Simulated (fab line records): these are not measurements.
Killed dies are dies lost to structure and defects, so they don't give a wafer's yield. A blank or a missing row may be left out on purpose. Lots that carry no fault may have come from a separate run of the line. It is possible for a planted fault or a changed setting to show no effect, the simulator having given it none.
What tool caused it? :: flow n5 finfet :: Sampling: 10 lots, 28 wafers, 6 of 1938 route steps

## WHAT EACH GAUGE READ, for each wafer
N5_BEOL_M2_CD_MEAS_28: target cd 26.2 nm, target cd y 24.1 nm.
lot: L981
measured: day 6 12:26
on: cd sem-01
cd nm (nm): 26.30 26.59

lot: L982
measured: day 6 20:55
on: cd sem-01
cd nm (nm): 26.01 26.25 26.00

lot: L988
measured: day 8 16:47
on: cd sem-02
cd nm (nm): 25.65 26.28 26.23

lot: L991
measured: day 8 22:01
on: cd sem-02
cd nm (nm): 25.76 25.76 26.07

lot: L992
measured: day 9 04:38
on: cd sem-03
cd nm (nm): 25.72 25.32

lot: L999
measured: day 11 01:57
on: cd sem-03
cd nm (nm): 26.11 25.94 11.14

lot: L100
measured: day 11 11:14
on: cd sem-01
cd nm (nm): 25.95 12.21 11.63

lot: L101
measured: day 11 22:06
on: cd sem-01
cd nm (nm): 26.23 25.96 11.25

lot: L104
measured: day 12 06:26
on: cd sem-03
cd nm (nm): 26.23 26.31 26.19

lot: L102
measured: day 13 15:38
on: cd sem-02
cd nm (nm): 26.33 26.26 26.20

N5_BEOL_M2_OVL_MEAS_29.
lot: L981
measured: day 6 12:28
on: overlay-02
V1_OVL (nm): 0.3 -0.2

lot: L982
measured: day 6 20:56
on: overlay-02
V1_OVL (nm): -1.1 0.6 -0.4

lot: L988
measured: day 8 16:50
on: overlay-02
V1_OVL (nm): -0.7 -0.2 -0.5

lot: L991
measured: day 8 22:03
on: overlay-02
V1_OVL (nm): -0.5 1.7 0.7

lot: L992
measured: day 9 04:40
on: overlay-02
V1_OVL (nm): 0.6 1.0

lot: L999
measured: day 11 01:59
on: overlay-01
V1_OVL (nm): 0.9 -0.6 -0.7

lot: L100
measured: day 11 11:17
on: overlay-02
V1_OVL (nm): -0.1 -0.4 0.2

lot: L101
measured: day 11 22:08
on: overlay-01
V1_OVL (nm): -0.2 -1.4 0.2

lot: L104
measured: day 12 06:28
on: overlay-01
V1_OVL (nm): -0.2 0.0 0.4

lot: L102
measured: day 13 15:40
on: overlay-02
V1_OVL (nm): -0.1 0.2 1.2

N5_BEOL_M4_RC_MEAS_101.
lot: L981
measured: day 7 23:23
on: prober-02
DIBL_N (mV/V): 37.2 36.3
DIBL_P (mV/V): 38.0 36.5
IOFF_N (nA/um): 0.19 0.16
IOFF_P (nA/um): 0.24 0.21
ION_N (uA/um): 680 661
ION_P (uA/um): 463 459
SS_N (mV/dec): 72.1 71.8
SS_P (mV/dec): 74.9 73.9
VT_N (mV): 245 253
VT_P (mV): -252 -251

lot: L982
measured: day 8 07:45
on: prober-02
DIBL_N (mV/V): 37.1 35.7 38.0
DIBL_P (mV/V): 36.6 36.3 37.9
IOFF_N (nA/um): 0.18 0.15 0.20
IOFF_P (nA/um): 0.24 0.24 0.27
ION_N (uA/um): 673 667 679
ION_P (uA/um): 467 466 463
SS_N (mV/dec): 71.0 71.5 72.0
SS_P (mV/dec): 73.4 73.0 73.9
VT_N (mV): 251 252 244
VT_P (mV): -249 -246 -244

lot: L988
measured: day 9 17:12
on: prober-02
DIBL_N (mV/V): 35.0 35.1 37.3
DIBL_P (mV/V): 34.9 34.7 37.2
IOFF_N (nA/um): 0.15 0.15 0.20
IOFF_P (nA/um): 0.21 0.21 0.27
ION_N (uA/um): 661 672 673
ION_P (uA/um): 459 462 466
SS_N (mV/dec): 71.3 70.9 71.7
SS_P (mV/dec): 72.7 73.5 74.0
VT_N (mV): 253 251 247
VT_P (mV): -249 -250 -247

lot: L991
measured: day 10 06:27
on: prober-02
DIBL_N (mV/V): 37.8 39.1 39.7
DIBL_P (mV/V): 35.5 38.1 37.4
IOFF_N (nA/um): 0.18 0.20 0.20
IOFF_P (nA/um): 0.22 0.26 0.23
ION_N (uA/um): 675 678 680
ION_P (uA/um): 464 465 461
SS_N (mV/dec): 72.2 72.0 72.5
SS_P (mV/dec): 73.7 73.9 73.3
VT_N (mV): 250 246 249
VT_P (mV): -248 -249 -248

lot: L992
measured: day 10 04:07
on: prober-01
DIBL_N (mV/V): 38.3 37.6
DIBL_P (mV/V): 37.9 35.8
IOFF_N (nA/um): 0.18 0.15
IOFF_P (nA/um): 0.26 0.23
ION_N (uA/um): 672 663
ION_P (uA/um): 471 464
SS_N (mV/dec): 72.0 72.1
SS_P (mV/dec): 73.9 73.1
VT_N (mV): 250 253
VT_P (mV): -249 -248

lot: L999
measured: day 13 06:53
on: prober-01
DIBL_N (mV/V): 35.3 35.4
DIBL_P (mV/V): 33.0 32.8
IOFF_N (nA/um): 0.13 0.14
IOFF_P (nA/um): 0.18 0.19
ION_N (uA/um): 679 667
ION_P (uA/um): 469 457
SS_N (mV/dec): 70.9 71.1
SS_P (mV/dec): 73.2 73.2
VT_N (mV): 254 252
VT_P (mV): -253 -255

lot: L100
measured: day 14 01:11
on: prober-01
DIBL_N (mV/V): 37.3
DIBL_P (mV/V): 39.3
IOFF_N (nA/um): 0.20
IOFF_P (nA/um): 0.30
ION_N (uA/um): 689
ION_P (uA/um): 482
SS_N (mV/dec): 70.9
SS_P (mV/dec): 74.7
VT_N (mV): 244
VT_P (mV): -241

lot: L101
measured: day 14 04:23
on: prober-02
DIBL_N (mV/V): 36.8 36.5
DIBL_P (mV/V): 37.1 38.0
IOFF_N (nA/um): 0.18 0.20
IOFF_P (nA/um): 0.24 0.26
ION_N (uA/um): 679 706
ION_P (uA/um): 464 483
SS_N (mV/dec): 72.0 71.7
SS_P (mV/dec): 73.5 73.3
VT_N (mV): 247 243
VT_P (mV): -248 -245

lot: L104
measured: day 14 21:55
on: prober-02
DIBL_N (mV/V): 36.6 34.5 33.8
DIBL_P (mV/V): 36.4 35.3 34.7
IOFF_N (nA/um): 0.15 0.13 0.11
IOFF_P (nA/um): 0.18 0.18 0.16
ION_N (uA/um): 655 664 657
ION_P (uA/um): 445 459 453
SS_N (mV/dec): 72.2 70.8 70.8
SS_P (mV/dec): 73.0 72.3 72.7
VT_N (mV): 253 251 255
VT_P (mV): -253 -255 -252

lot: L102
measured: day 15 06:28
on: prober-01
DIBL_N (mV/V): 33.2 34.1 33.4
DIBL_P (mV/V): 34.8 35.7 34.9
IOFF_N (nA/um): 0.14 0.15 0.14
IOFF_P (nA/um): 0.19 0.19 0.20
ION_N (uA/um): 674 685 672
ION_P (uA/um): 468 470 465
SS_N (mV/dec): 70.5 71.1 71.2
SS_P (mV/dec): 72.9 72.8 72.7
VT_N (mV): 251 249 250
VT_P (mV): -251 -251 -250

## WHICH TOOL RAN EACH LOT (tool, then ch and the chambers of the sampled wafers, then the start)
lot: L981
N5_BEOL_M2_EXPOSE_25: euv scanner-02 ch 0, day 6 12:17
N5_BEOL_M2_VIA_ETCH_34: rie diel-05 ch 1,2, day 6 16:43
N5_BEOL_M2_STRIP_36: rie diel-05 ch 1,2, day 6 16:46

lot: L982
N5_BEOL_M2_EXPOSE_25: euv scanner-01 ch 0, day 6 20:46
N5_BEOL_M2_VIA_ETCH_34: rie diel-01 ch 1,2, day 7 05:55
N5_BEOL_M2_STRIP_36: rie diel-01 ch 1,2, day 7 05:58

lot: L988
N5_BEOL_M2_EXPOSE_25: euv scanner-02 ch 0, day 8 16:40
N5_BEOL_M2_VIA_ETCH_34: rie diel-03 ch 0,1,2, day 8 17:25
N5_BEOL_M2_STRIP_36: rie diel-03 ch 0,1,2, day 8 17:29

lot: L991
N5_BEOL_M2_EXPOSE_25: euv scanner-01 ch 0, day 8 21:53
N5_BEOL_M2_VIA_ETCH_34: rie diel-01 ch 1,2,3, day 9 01:37
N5_BEOL_M2_STRIP_36: rie diel-01 ch 1,2,3, day 9 01:40

lot: L992
N5_BEOL_M2_EXPOSE_25: euv scanner-01 ch 0, day 9 04:29
N5_BEOL_M2_VIA_ETCH_34: rie diel-03 ch 2,3, day 9 05:14
N5_BEOL_M2_STRIP_36: rie diel-03 ch 2,3, day 9 05:17

lot: L999
N5_BEOL_M2_EXPOSE_25: euv scanner-01 ch 0, day 11 01:49
N5_BEOL_M2_VIA_ETCH_34: rie diel-05 ch 0,3, day 11 03:11
N5_BEOL_M2_STRIP_36: rie diel-05 ch 0,3, day 11 03:15

lot: L100
N5_BEOL_M2_EXPOSE_25: euv scanner-01 ch 0, day 11 11:07
N5_BEOL_M2_VIA_ETCH_34: rie diel-03 ch 1,2,3, day 11 19:27
N5_BEOL_M2_STRIP_36: rie diel-03 ch 1,2,3, day 11 19:31

lot: L101
N5_BEOL_M2_EXPOSE_25: euv scanner-01 ch 0, day 11 21:57
N5_BEOL_M2_VIA_ETCH_34: rie diel-05 ch 0,1, day 12 15:10
N5_BEOL_M2_STRIP_36: rie diel-05 ch 0,1, day 12 15:14

lot: L104
N5_BEOL_M2_EXPOSE_25: euv scanner-02 ch 0, day 12 06:17
N5_BEOL_M2_VIA_ETCH_34: rie diel-05 ch 0,1,3, day 13 10:46
N5_BEOL_M2_STRIP_36: rie diel-05 ch 0,1,3, day 13 10:50

lot: L102
N5_BEOL_M2_EXPOSE_25: euv scanner-02 ch 0, day 13 15:29
N5_BEOL_M2_VIA_ETCH_34: rie diel-01 ch 1,2, day 13 21:50
N5_BEOL_M2_STRIP_36: rie diel-01 ch 1,2, day 13 21:53
- N5_BEOL_M2_EXPOSE_25: exposes mask V1, defocus 5 nm.
- N5_BEOL_M2_VIA_ETCH_34: etches the open film in C4F6/O2, target depth 69.4 nm, time 65.9 s.
- N5_BEOL_M2_STRIP_36: strips in N2/H2.

## AS READ BY THE TOOLS THEMSELVES (means over the sampled wafers that have a number; for cases with no such wafer, the mark the record gives instead)
N5_BEOL_M2_VIA_ETCH_34.
lot: L981
tool: rie diel-05
drypump motor current A (A): 5.8
oes product au (a.u.): 0.72
rf vpp V (V): 666
showerhead plenum p Torr (Torr): 2.88
throttle valve pct (%): 30.9

lot: L982
tool: rie diel-01
drypump motor current A (A): 5.9
oes product au (a.u.): 0.91
rf vpp V (V): 683
showerhead plenum p Torr (Torr): 2.90
throttle valve pct (%): 30.6

lot: L988
tool: rie diel-03
drypump motor current A (A): 5.8
oes product au (a.u.): 0.67
rf vpp V (V): 665
showerhead plenum p Torr (Torr): 2.85
throttle valve pct (%): 30.9

lot: L991
tool: rie diel-01
drypump motor current A (A): 5.8
oes product au (a.u.): 0.89
rf vpp V (V): 674
showerhead plenum p Torr (Torr): 2.93
throttle valve pct (%): 30.8

lot: L992
tool: rie diel-03
drypump motor current A (A): 5.2
oes product au (a.u.): 0.70
rf vpp V (V): 663
showerhead plenum p Torr (Torr): 2.76
throttle valve pct (%): 31.1

lot: L999
tool: rie diel-05
drypump motor current A (A): 6.1
oes product au (a.u.): 0.87
rf vpp V (V): 649
showerhead plenum p Torr (Torr): 2.91
throttle valve pct (%): 30.4

lot: L100
tool: rie diel-03
drypump motor current A (A): 5.5
oes product au (a.u.): 0.85
rf vpp V (V): 661
showerhead plenum p Torr (Torr): 2.76
throttle valve pct (%): 30.6

lot: L101
tool: rie diel-05
drypump motor current A (A): 5.9
oes product au (a.u.): 0.92
rf vpp V (V): 653
showerhead plenum p Torr (Torr): 2.94
throttle valve pct (%): 30.4

lot: L104
tool: rie diel-05
drypump motor current A (A): 5.9
oes product au (a.u.): 0.83
rf vpp V (V): 649
showerhead plenum p Torr (Torr): 2.82
throttle valve pct (%): 30.4

lot: L102
tool: rie diel-01
drypump motor current A (A): 5.7
oes product au (a.u.): 0.83
rf vpp V (V): 681
showerhead plenum p Torr (Torr): 2.87
throttle valve pct (%): 30.6

N5_BEOL_M2_STRIP_36.
lot: L981
tool: rie diel-05
drypump motor current A (A): 5.8
oes product au (a.u.): 0.71
rf vpp V (V): 59.3
showerhead plenum p Torr (Torr): 2.57
temp c (C): 39.99
throttle valve pct (%): 23.68

lot: L982
tool: rie diel-01
drypump motor current A (A): 5.9
oes product au (a.u.): 0.91
rf vpp V (V): 58.2
showerhead plenum p Torr (Torr): 2.59
temp c (C): 40.10
throttle valve pct (%): 23.45

lot: L988
tool: rie diel-03
drypump motor current A (A): 5.8
oes product au (a.u.): 0.68
rf vpp V (V): 58.8
showerhead plenum p Torr (Torr): 2.53
temp c (C): 39.92
throttle valve pct (%): 23.72

lot: L991
tool: rie diel-01
drypump motor current A (A): 5.8
oes product au (a.u.): 0.90
rf vpp V (V): 58.5
showerhead plenum p Torr (Torr): 2.63
temp c (C): 40.03
throttle valve pct (%): 23.64

lot: L992
tool: rie diel-03
drypump motor current A (A): 5.2
oes product au (a.u.): 0.70
rf vpp V (V): 59.5
showerhead plenum p Torr (Torr): 2.45
temp c (C): 39.95
throttle valve pct (%): 23.70

lot: L999
tool: rie diel-05
drypump motor current A (A): 6.1
oes product au (a.u.): 0.87
rf vpp V (V): 59.3
showerhead plenum p Torr (Torr): 2.60
temp c (C): 39.91
throttle valve pct (%): 23.31

lot: L100
tool: rie diel-03
drypump motor current A (A): 5.5
oes product au (a.u.): 0.86
rf vpp V (V): 59.7
showerhead plenum p Torr (Torr): 2.45
temp c (C): 39.95
throttle valve pct (%): 23.41

lot: L101
tool: rie diel-05
drypump motor current A (A): 5.9
oes product au (a.u.): 0.93
rf vpp V (V): 57.4
showerhead plenum p Torr (Torr): 2.62
temp c (C): 39.97
throttle valve pct (%): 23.25

lot: L104
tool: rie diel-05
drypump motor current A (A): 5.9
oes product au (a.u.): 0.84
rf vpp V (V): 58.2
showerhead plenum p Torr (Torr): 2.52
temp c (C): 39.99
throttle valve pct (%): 23.32

lot: L102
tool: rie diel-01
drypump motor current A (A): 5.8
oes product au (a.u.): 0.83
rf vpp V (V): 59.6
showerhead plenum p Torr (Torr): 2.57
temp c (C): 40.02
throttle valve pct (%): 23.56

## THE ANSWER, worked out from the rows above alone
Rule: the lots themselves supply what counts as usual. Put in order of their means at a reading, lots are off if they are a third of the lots or fewer, leave a main group of 4 or more, and stand apart from it by a gap of 3 or more times the standard deviation of the main group's means; of several such gaps the widest counts. The tables above print the reading to a certain number of digits; a main group whose means all agree to those digits is not used. A lot without any number at a reading at which 4 lots or more have one is off too. The other lots that the step has rows for count as sound. The gauges are gone through in route order, then the tools' own readings, and for those a lot's mean is taken as printed above. At the first step where some lot is off, the reading lying furthest off is the one used; lots without a number count as furthest.
Off: L999, L100, L101, at N5_BEOL_M2_CD_MEAS_28 (cd nm). Main group: mean 26.07 nm, sd 0.28.
If a tool, at a process step before that reading, ran all the lots that are off and no sound lot after the first of them, it fits. Those tools and the gauges at N5_BEOL_M2_CD_MEAS_28 are tried in the same way. One candidate fits, namely euv scanner-01 at N5_BEOL_M2_EXPOSE_25. A fault onset in the window from L992 (day 9 04:29, its last sound lot) to L999 (day 11 01:49, its first lot off) fits.

## WHAT HAD BEEN PUT IN BY THE SIMULATOR
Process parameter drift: euv scanner-01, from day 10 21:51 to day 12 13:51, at N5_BEOL_M2_EXPOSE_25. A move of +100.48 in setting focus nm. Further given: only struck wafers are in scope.
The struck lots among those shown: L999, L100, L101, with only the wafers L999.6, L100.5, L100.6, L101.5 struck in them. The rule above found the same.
